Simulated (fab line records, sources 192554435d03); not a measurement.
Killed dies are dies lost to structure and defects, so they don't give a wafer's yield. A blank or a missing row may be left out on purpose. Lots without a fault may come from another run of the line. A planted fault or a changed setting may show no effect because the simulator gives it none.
fab line records | flow n5_finfet
record lots=7 wafers=39
route steps=1938 shown BEOL_M9@1401 BEOL_M13@1706 BEOL_M15@1820 PASSIVATION@1923
start_h: hours from the record's first day to the start of the lot's first wafer shown | wait_h: hours since the lot's step before | " the same as in the row above | L1.1+2: a row that stands for several wafers | - no value, or no start given | * or withheld: withheld | < > ~ a bound
route shown NAME@n: a module of which the file shows steps, and the number in the route of the first | usual: mean/standard deviation of fault-free wafers | same: alike in all rows | chamber/n: place in a boat | sites: the reading at each site | _std_site: their standard deviation | _edge_site: outer sites' mean less inner sites' | radius_mm: how far each site lies from the wafer's centre | mask NAME#n: copy n | behind: the tool/chamber that last shaped the wafer | hold: why the lot was held/for how many hours/how that ended | device: the transistor (n, p or np) that didn't switch | end of line: the same wafers' tests at the end of the route | a step without rows: its recipe alone | killed: dies lost to structure and defects at the first sort, not the wafer's yield | map: a wafer's dies, x killed, . not, _ none there
set.NAME: the setting as run; set.NAME@STEP: as run at that earlier step | model.NAME: the simulator's own value behind a step, which no gauge read
lots whose settings were changed on purpose; a table a step, a row a wafer
## steps
# step N5_BEOL_M9_ILD_DEP_00
# recipe material=SiCOH_lowk target_thk_a=3085.1 temp_c=300 precursor=DEMS/porogen pressure_torr=5 rf_w=500 time_s=58
# columns lot.wafer tool chamber start_h wait_h set.time_s model.SiCOH_lowk_of_BEOL_M9_ILD_DEP_00.thk_nm
L074.1 pecvd-03 1 214.87 0.0 58 308.2
L074.2 " 0 " " 77.74 405.8
L074.3 " 2 " " 77.74 416.4
L074.4 " 0 " " 58 309.6
L074.5 " 2 " " 77.74 420.8
L074.6 " 1 " " 58 311.2
L080.1 pecvd-01 1 245.30 0.0 58 309.6
L080.3 " 0 " " 58 302.6
L080.5 " 2 " " 58 316.2
L082.1 pecvd-01 0 253.88 0.0 92.01 477.6
L082.2+3 " 2,1 " " 58 307.8
L082.4 " 0 " " 58 304.8
L082.5 " 2 " " 92.01 494
L082.6 " 1 " " 92.01 493
L081.1 pecvd-04 2 255.54 0.0 58 302.4
L081.2 " 1 " " 37.82 194.2
L081.3 " 0 " " 37.82 198.8
L081.4 " 2 " " 58 309.4
L081.5 " 1 " " 58 306.2
L081.6 " 0 " " 37.82 205
L083.1 pecvd-03 1 257.27 0.0 58 304.4
L083.2 " 0 " " 68.27 351.4
L083.3 " 2 " " 68.27 357.6
L083.4 " 1 " " 58 310.4
L083.5 " 0 " " 68.27 358.2
L083.6 " 2 " " 58 314.4
L090.1 pecvd-04 0 313.78 0.0 58 312.8
L090.2 " 1 " " 43.39 234.8
L090.3 " 2 " " 58 314
L090.4 " 0 " " 43.39 242.8
L090.5 " 1 " " 58 312.4
L090.6 " 2 " " 43.39 239.8
L096.1 pecvd-03 2 349.40 0.0 58 302.6
L096.2+3 " 0,1 " " 58 305.4
L096.4 " 2 " " 58 306.2
L096.5 " 0 " " 58 309.2
L096.6 " 1 " " 58 313.4
# step N5_BEOL_M9_CURE_71
# recipe temp_c=385 time_s=240 ambient=He/Ar material=SiCOH_lowk
# columns lot.wafer tool chamber start_h wait_h set.time_s@BEOL_M9_ILD_DEP_00 model.SiCOH_lowk_of_BEOL_M9_ILD_DEP_00.thk_nm
L074.1 uv_cure-02 1 214.95 0.0 58 267.8
L074.2 " 1 " " 77.74 354.4
L074.3 " 1 " " 77.74 364
L074.4 " 1 " " 58 269
L074.5 " 1 " " 77.74 368
L074.6 " 1 " " 58 270.4
L080.1 uv_cure-02 2 245.38 0.0 58 269
L080.3 " 2 " " 58 262.8
L080.5 " 2 " " 58 274.8
L082.1 uv_cure-03 0 253.96 0.0 92.01 418.8
L082.2+3 " 0 " " 58 267.4
L082.4 " 0 " " 58 264.8
L082.5 " 0 " " 92.01 433.6
L082.6 " 0 " " 92.01 432.6
L081.1 uv_cure-03 0 255.62 0.0 58 262.6
L081.2 " 0 " " 37.82 167.6
L081.3 " 0 " " 37.82 171.6
L081.4 " 0 " " 58 268.8
L081.5 " 0 " " 58 266
L081.6 " 0 " " 37.82 177
L083.1 uv_cure-02 1 257.35 0.0 58 264.4
L083.2 " 1 " " 68.27 306
L083.3 " 1 " " 68.27 311.4
L083.4 " 1 " " 58 269.6
L083.5 " 1 " " 68.27 312
L083.6 " 1 " " 58 273.2
L090.1 uv_cure-01 1 313.86 0.0 58 271.8
L090.2 " 1 " " 43.39 203
L090.3 " 1 " " 58 272.8
L090.4 " 1 " " 43.39 210
L090.5 " 1 " " 58 271.4
L090.6 " 1 " " 43.39 207.6
L096.1 uv_cure-03 0 349.50 0.1 58 262.8
L096.2+3 " 0 " " 58 265.2
L096.4 " 0 " " 58 266
L096.5 " 0 " " 58 268.6
L096.6 " 0 " " 58 272.4
# step N5_BEOL_M9_THK_MEAS_01
# recipe reads=SiCOH_lowk_of_BEOL_M9_ILD_DEP_00
# usual M9_ILD_THK=268/4.4
# columns lot.wafer tool chamber start_h wait_h set.time_s@BEOL_M9_ILD_DEP_00 M9_ILD_THK[nm]
L074.1 film_metro-02 - 215.46 0.4 58 268
L074.2 " - " " 77.74 354
L074.3 " - " " 77.74 364
L074.4 " - " " 58 269
L074.5 " - " " 77.74 367
L074.6 " - " " 58 270
L080.1 film_metro-02 - 245.89 0.4 58 269
L080.3 " - " " 58 263
L080.5 " - " " 58 275
L082.1 film_metro-01 - 254.47 0.4 92.01 419
L082.2 " - " " 58 267
L082.3 " - " " 58 267
L082.4 " - " " 58 265
L082.5 " - " " 92.01 434
L082.6 " - " " 92.01 433
L081.1 film_metro-01 - 256.13 0.4 58 263
L081.2 " - " " 37.82 168
L081.3 " - " " 37.82 172
L081.4 " - " " 58 269
L081.5 " - " " 58 266
L081.6 " - " " 37.82 177
L083.1 film_metro-01 - 257.86 0.4 58 264
L083.2 " - " " 68.27 306
L083.3 " - " " 68.27 312
L083.4 " - " " 58 270
L083.5 " - " " 68.27 312
L083.6 " - " " 58 273
L090.1 film_metro-01 - 314.37 0.4 58 272
L090.2 " - " " 43.39 203
L090.3 " - " " 58 273
L090.4 " - " " 43.39 210
L090.5 " - " " 58 271
L090.6 " - " " 43.39 207
L096.1 film_metro-01 - 350.01 0.4 58 263
L096.2 " - " " 58 265
L096.3 " - " " 58 265
L096.4 " - " " 58 266
L096.5 " - " " 58 269
L096.6 " - " " 58 273
# step N5_BEOL_M9_DEP_56
# recipe material=SiCN target_thk_a=150 temp_c=withheld precursor=3MS/NH3 pressure_torr=3 rf_w=202 time_s=26.5
# columns lot.wafer tool chamber start_h wait_h set.target_thk_a model.SiCN_of_BEOL_M9_DEP_56.thk_nm
L074.1 pecvd-01 2 223.14 0.0 150 14.6
L074.2+6 " 0 " " 190.7 19.2
L074.3+4 " 1 " " 150 15
L074.5 " 2 " " 190.7 18.8
L080.1+3 pecvd-03 1,2 253.93 0.0 150 14.8
L080.5 " 2 " " 150 15
L082.1 pecvd-03 1 261.17 0.0 150 14.8
L082.2 " 0 " " 82.97 8.2
L082.3 " 2 " " 150 15
L082.4 " 1 " " 150 15.2
L082.5 " 0 " " 82.97 8.8
L082.6 " 2 " " 82.97 8.6
L081.1+6 pecvd-01 0,2 261.44 0.0 71.49 7.2
L081.2 " 1 " " 71.49 7.4
L081.3 " 2 " " 150 14.8
L081.4+5 " 1,0 " " 150 15.2
L083.1+2+4 pecvd-01 1,2,2 266.58 0.0 150 14.6
L083.3+5 " 1 " " 66.06 6.4
L083.6 " 2 " " 66.06 6.2
L090.1+3 pecvd-04 1,2 323.35 0.0 150 14.6
L090.2 " 0 " " 196.7 19.2
L090.4 " 1 " " 196.7 19.4
L090.5 " 0 " " 196.7 19.8
L090.6 " 2 " " 150 14.8
L096.1+3 pecvd-03 0,2 358.08 0.0 60.67 6
L096.2 " 1 " " 150 14.6
L096.4 " 2 " " 150 15
L096.5 " 1 " " 60.67 6.2
L096.6 " 0 " " 150 14.8
# step N5_BEOL_M13_SPUTTER_44
# recipe material=Ta target_thk_a=100 temp_c=50 bias_v=80 power_w=15000 chamber_pressure_pa=0.07 time_s=16.13
# columns lot.wafer tool chamber start_h wait_h set.target_thk_a model.Ta_of_BEOL_M13_SPUTTER_44.thk_nm
L074.1 pvd_sputter-01 - 259.76 0.0 100 10.4
L074.2+6 " - " " 100 10
L074.3+4+5 " - " " 100 10.2
L080.1+3 pvd_sputter-01 - 284.52 0.0 100 10.2
L080.5 " - " " 100 10.4
L082.1+2+6 pvd_sputter-03 - 288.24 0.0 100 10.2
L082.3+5 " - " " 67.73 7
L082.4 " - " " 67.73 6.8
L081.1+5 pvd_sputter-03 - 289.40 0.0 155.2 15.4
L081.2 " - " " 155.2 15.6
L081.3+6 " - " " 100 10.2
L081.4 " - " " 100 10
L083.1 pvd_sputter-02 - 296.41 0.0 155 15.2
L083.2+5 " - " " 100 9.8
L083.3+4 " - " " 155 15.4
L083.6 " - " " 100 10
L090.1+2 pvd_sputter-03 - 348.16 0.0 159.6 16.2
L090.3+5 " - " " 100 10.2
L090.4 " - " " 100 10
L090.6 " - " " 159.6 16
L096.1+6 pvd_sputter-01 - 384.68 0.0 100 10
L096.2 " - " " 151.6 15.6
L096.3+5 " - " " 151.6 15.2
L096.4 " - " " 100 10.2
# step N5_BEOL_M13_SPUTTER_45
# recipe material=Cu target_thk_a=800 temp_c=-20 bias_v=60 power_w=26000 chamber_pressure_pa=0.13 time_s=13.33
# step N5_BEOL_M13_ECD_47
# recipe material=Cu target_thk_a=9360
# step N5_BEOL_M13_ANNEAL_48
# recipe temp_c=225 time_s=90 ambient=N2
# step N5_BEOL_M13_CMP_49
# recipe stop_on=SiOC t_overpolish_s=17.1 down_force_psi=1 platen_rpm=50 clearing_platen_down_force_psi=1.5 clearing_platen_rpm=50 post_cmp_clean=cu_alkaline target_thk_nm=420 clearing_platen_pad_velocity_m_s=0.99484 pad_velocity_m_s=0.99484
# usual barrier_field_endpoint_s=30.6/0.95
# columns lot.wafer tool chamber start_h wait_h set.target_thk_a@BEOL_M13_SPUTTER_44 barrier_field_endpoint_s
L074.4 cmp-03 0 260.42 0.1 100 32.7
L074.3 " 1 " " 100 30.1
L074.1 " 2 " " 100 32.3
L074.2 " 3 " " 100 30.2
L074.5 " 0 " " 100 32.8
L074.6 " 1 " " 100 30.9
L080.3 cmp-03 0 285.23 0.2 100 32.6
L080.1 " 1 " " 100 29.5
L080.5 " 0 " " 100 32.5
L082.2 cmp-02 1 288.90 0.2 100 30.4
L082.3 " 2 " " 67.73 25.3
L082.1 " 3 " " 100 29.7
L082.4 " 0 " " 67.73 26.4
L082.6 " 1 " " 100 31.0
L082.5 " 2 " " 67.73 25.4
L081.1 cmp-01 3 290.06 0.3 155.2 36.9
L081.4 " 0 " " 100 30.6
L081.3 " 1 " " 100 30.5
L081.2 " 2 " " 155.2 37.5
L081.5 " 3 " " 155.2 37.8
L081.6 " 0 " " 100 31.0
L083.3 cmp-03 0 297.07 0.2 155 38.1
L083.2 " 1 " " 100 29.8
L083.1 " 2 " " 155 37.3
L083.4 " 3 " " 155 35.4
L083.6 " 0 " " 100 32.0
L083.5 " 1 " " 100 29.9
L090.1 cmp-02 2 348.99 0.3 159.6 36.3
L090.2 " 3 " " 159.6 38.0
L090.4 " 0 " " 100 31.2
L090.3 " 1 " " 100 31.3
L090.5 " 2 " " 100 29.8
L090.6 " 3 " " 159.6 38.4
L096.1 cmp-02 1 385.35 0.3 100 30.6
L096.4 " 2 " " 100 30.1
L096.3 " 3 " " 151.6 36.3
L096.2 " 0 " " 151.6 37.8
L096.5 " 1 " " 151.6 36.7
L096.6 " 2 " " 100 29.3
# step N5_BEOL_M15_SPUTTER_44
# recipe material=Ta target_thk_a=150 temp_c=50 bias_v=80 power_w=15000 chamber_pressure_pa=0.07 time_s=24.19
# columns lot.wafer tool chamber start_h wait_h set.time_s model.Ta_of_BEOL_M15_SPUTTER_44.thk_nm
L074.1 pvd_sputter-03 - 274.01 0.0 36.99 22.6
L074.2+5 " - " " 36.99 23
L074.3 " - " " 24.19 15
L074.4 " - " " 24.19 14.4
L074.6 " - " " 24.19 14.8
L080.1+5 pvd_sputter-02 - 298.34 0.0 24.19 14.6
L080.3 " - " " 24.19 15
L082.1+6 pvd_sputter-02 - 299.75 0.0 24.19 14.8
L082.2 " - " " 15.11 9
L082.3 " - " " 15.11 9.2
L082.4 " - " " 24.19 15
L082.5 " - " " 15.11 8.8
L081.1 pvd_sputter-03 - 303.95 0.0 24.19 15
L081.2+4 " - " " 33.42 21
L081.3 " - " " 24.19 14.8
L081.5 " - " " 33.42 20.6
L081.6 " - " " 24.19 15.2
L083.1 pvd_sputter-02 - 310.69 0.0 30.1 18.4
L083.2 " - " " 24.19 14.4
L083.3 " - " " 24.19 15
L083.4 " - " " 30.1 18.6
L083.5 " - " " 30.1 18.2
L083.6 " - " " 24.19 14.6
L090.1 pvd_sputter-02 - 357.86 0.0 24.19 15.2
L090.2 " - " " 24.19 15
L090.3 " - " " 24.19 14.8
L090.4+6 " - " " 18.53 11.8
L090.5 " - " " 18.53 11.6
L096.1 pvd_sputter-02 - 397.91 0.0 18.38 11.6
L096.2+6 " - " " 24.19 15.4
L096.3+4 " - " " 18.38 11.8
L096.5 " - " " 24.19 15.6
# step N5_BEOL_M15_SPUTTER_45
# recipe material=Cu target_thk_a=1000 temp_c=-20 bias_v=60 power_w=26000 chamber_pressure_pa=0.13 time_s=16.67
# step N5_BEOL_M15_ECD_47
# recipe material=Cu target_thk_a=18600
# step N5_BEOL_M15_ANNEAL_48
# recipe temp_c=225 time_s=90 ambient=N2
# step N5_BEOL_M15_CMP_49
# recipe stop_on=SiO2 t_overpolish_s=4.9 down_force_psi=2 platen_rpm=80 clearing_platen_down_force_psi=2 clearing_platen_rpm=80 post_cmp_clean=cu_alkaline target_thk_nm=850 clearing_platen_pad_velocity_m_s=1.5917 pad_velocity_m_s=1.5917
# usual barrier_field_endpoint_s=11.4/0.36
# columns lot.wafer tool chamber start_h wait_h set.time_s@BEOL_M15_SPUTTER_44 barrier_field_endpoint_s
L074.4 cmp-03 1 274.74 0.1 24.19 11.2
L074.3 " 2 " " 24.19 11.5
L074.2 " 3 " " 36.99 14.1
L074.1 " 0 " " 36.99 15.2
L074.5 " 1 " " 36.99 14.3
L074.6 " 2 " " 24.19 11.5
L080.1 cmp-04 1 299.08 0.3 24.19 11.0
L080.3 " 3 " " 24.19 11.2
L080.5 " 1 " " 24.19 11.2
L082.2 cmp-01 1 300.48 0.2 15.11 9.2
L082.3 " 2 " " 15.11 9.2
L082.1 " 3 " " 24.19 11.8
L082.4 " 0 " " 24.19 11.4
L082.5 " 1 " " 15.11 9.2
L082.6 " 2 " " 24.19 11.5
L081.4 cmp-01 0 304.69 0.1 33.42 13.8
L081.3 " 1 " " 24.19 11.4
L081.2 " 2 " " 33.42 13.8
L081.1 " 3 " " 24.19 11.6
L081.6 " 0 " " 24.19 11.6
L081.5 " 1 " " 33.42 14.1
L083.3 cmp-04 3 311.42 0.2 24.19 11.3
L083.2 " 0 " " 24.19 10.8
L083.1 " 1 " " 30.1 12.3
L083.4 " 2 " " 30.1 12.9
L083.6 " 3 " " 24.19 11.3
L083.5 " 0 " " 30.1 12.3
L090.4 cmp-03 1 358.80 0.3 18.53 10.1
L090.3 " 2 " " 24.19 11.8
L090.1 " 3 " " 24.19 11.2
L090.2 " 0 " " 24.19 12.1
L090.5 " 1 " " 18.53 10.5
L090.6 " 2 " " 18.53 10.3
L096.4 cmp-03 1 398.65 0.1 18.38 10.3
L096.1 " 2 " " 18.38 10.4
L096.3 " 3 " " 18.38 10.0
L096.2 " 0 " " 24.19 12.6
L096.5 " 1 " " 24.19 11.7
L096.6 " 2 " " 24.19 12.0
# step N5_PASSIVATION_DEVELOP_43
# recipe develop_time_s=60 rinse_liquid=diw dry=air_spin dev_temp_c=21
# columns lot.wafer tool chamber start_h wait_h set.develop_time_s
L074.1+5+6 litho_track-03 0 - - 60
L074.2+3+4 " 0 " " 25.38
L082.1+3+6 litho_track-01 0 - - 72.85
L082.2+4+5 " 0 " " 60
L080.1+3+5 litho_track-04 0 - - 60
L081.1+3+5 litho_track-01 0 - - 40
L081.2+4+6 " 0 " " 60
L083.1+5+6 litho_track-04 0 - - 60
L083.2+3+4 " 0 " " 91.29
L090.1+4+6 litho_track-01 0 - - 49.56
L090.2+3+5 " 0 " " 60
L096.1+2+3+4+5+6 litho_track-01 0 - - 60
# step N5_PASSIVATION_HARDBAKE_45
# recipe temp_c=130 time_s=120
# step N5_PASSIVATION_CD_MEAS_44
# recipe target_cd_nm=40000 landing_energy_ev=500 detector=se_inlens
# usual cd_nm=40000/3.7
# columns lot.wafer tool chamber start_h wait_h set.develop_time_s@PASSIVATION_DEVELOP_43 cd_nm
L074.1 cd_sem-01 0 286.50 - 60 39998
L074.2 " 0 " " 25.38 39956
L074.3 " 0 " " 25.38 39963
L074.4 " 0 " " 25.38 39956
L074.5 " 0 " " 60 40002
L074.6 " 0 " " 60 39998
L082.1 cd_sem-03 0 310.29 - 72.85 40004
L082.2 " 0 " " 60 40000
L082.3 " 0 " " 72.85 40001
L082.4 " 0 " " 60 39998
L082.5 " 0 " " 60 40004
L082.6 " 0 " " 72.85 40014
L080.1 cd_sem-01 0 310.59 - 60 40000
L080.3 " 0 " " 60 39997
L080.5 " 0 " " 60 39998
L081.1 cd_sem-01 0 314.44 - 40 39984
L081.2 " 0 " " 60 40005
L081.3 " 0 " " 40 39977
L081.4 " 0 " " 60 40000
L081.5 " 0 " " 40 39976
L081.6 " 0 " " 60 39996
L083.1 cd_sem-02 0 324.47 - 60 39998
L083.2 " 0 " " 91.29 40011
L083.3 " 0 " " 91.29 40013
L083.4 " 0 " " 91.29 40015
L083.5 " 0 " " 60 39998
L083.6 " 0 " " 60 40000
L090.1 cd_sem-03 0 370.72 - 49.56 39994
L090.2 " 0 " " 60 39995
L090.3 " 0 " " 60 40002
L090.4 " 0 " " 49.56 39997
L090.5 " 0 " " 60 40006
L090.6 " 0 " " 49.56 39986
L096.1 cd_sem-03 0 410.37 - 60 39995
L096.2 " 0 " " 60 39997
L096.3 " 0 " " 60 39994
L096.4 " 0 " " 60 39997
L096.5 " 0 " " 60 40002
L096.6 " 0 " " 60 40006
## key
split step=N5_BEOL_M9_ILD_DEP_00 setting=time_s stated=58 by=wafer
response step=N5_BEOL_M9_ILD_DEP_00 reading=model.SiCOH_lowk_of_BEOL_M9_ILD_DEP_00.thk_nm change=+3.05 per=1% r=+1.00
response step=N5_BEOL_M9_CURE_71 reading=model.SiCOH_lowk_of_BEOL_M9_ILD_DEP_00.thk_nm change=+2.71 per=1% r=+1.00
response step=N5_BEOL_M9_THK_MEAS_01 reading=M9_ILD_THK change=+2.7 per=1% r=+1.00
split step=N5_BEOL_M9_DEP_56 setting=target_thk_a stated=150 by=wafer
response step=N5_BEOL_M9_DEP_56 reading=model.SiCN_of_BEOL_M9_DEP_56.thk_nm change=+0.148 per=1% r=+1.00
split step=N5_BEOL_M13_SPUTTER_44 setting=target_thk_a stated=100 by=wafer
response step=N5_BEOL_M13_SPUTTER_44 reading=model.Ta_of_BEOL_M13_SPUTTER_44.thk_nm change=+0.0998 per=1% r=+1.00
response step=N5_BEOL_M13_CMP_49 reading=barrier_field_endpoint_s change=+0.123 per=1% r=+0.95
split step=N5_BEOL_M15_SPUTTER_44 setting=time_s stated=24.19 by=wafer
response step=N5_BEOL_M15_SPUTTER_44 reading=model.Ta_of_BEOL_M15_SPUTTER_44.thk_nm change=+0.153 per=1% r=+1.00
response step=N5_BEOL_M15_CMP_49 reading=barrier_field_endpoint_s change=+0.062 per=1% r=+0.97
split step=N5_PASSIVATION_DEVELOP_43 setting=develop_time_s stated=60 by=wafer
response step=N5_PASSIVATION_CD_MEAS_44 reading=cd_nm change=+0.511 per=1% r=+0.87
